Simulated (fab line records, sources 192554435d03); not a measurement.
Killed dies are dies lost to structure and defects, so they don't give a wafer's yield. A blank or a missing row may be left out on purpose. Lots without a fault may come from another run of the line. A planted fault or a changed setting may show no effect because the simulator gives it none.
Chamber matching | flow n5_finfet | N5_MOL_CONTACT_COAG_ETCHBACK_134 on rie_diel-01: 4 sister chambers
The step etches SiO2 in CHF3, target depth 10 nm, time 6.7 s. 4 wafers are shown with their chamber, then 10 later ones without.

WAFERS WITH THEIR CHAMBER
wafer  | chamber | showerhead_plenum_p_Torr (Torr)
L090.2 | 1       | 2.48
L090.5 | 0       | 2.38
L092.1 | 3       | 2.31
L092.4 | 2       | 2.28

WAFERS WITHOUT THEIR CHAMBER
wafer  | showerhead_plenum_p_Torr (Torr)
L092.6 | 2.48
L093.1 | 2.48
L093.5 | 2.31
L093.6 | 2.28
L094.2 | 2.27
L094.3 | 2.37
L094.4 | 2.47
L095.2 | 2.37
L095.3 | 2.27
L095.5 | 2.37

WHICH CHAMBER EACH WENT THROUGH
wafer  | from the rows above | in truth
L092.6 | 1                   | 1
L093.1 | 1                   | 1
L093.5 | 3                   | 3
L093.6 | 2                   | 2
L094.2 | 2                   | 2
L094.3 | 0                   | 0
L094.4 | 1                   | 1
L095.2 | 0                   | 0
L095.3 | 2                   | 2
L095.5 | 0                   | 0
Placed correctly: 10 of 10. Can't be placed from these rows: 0. Placed wrongly: 0.
How it was worked out, from the rows above alone: a wafer's distance from a chamber is the root of the sum, over the readings, of the square of ((its reading less the chamber's mean) divided by the reading's scatter). The wafer belongs to the nearest chamber; if the next one is less than 2 further off, it can't be placed. A chamber's mean is the mean of its shown wafers. The scatter: with one shown wafer a chamber, the root of the mean of the squares of how far each hidden wafer lies from its nearest shown one.
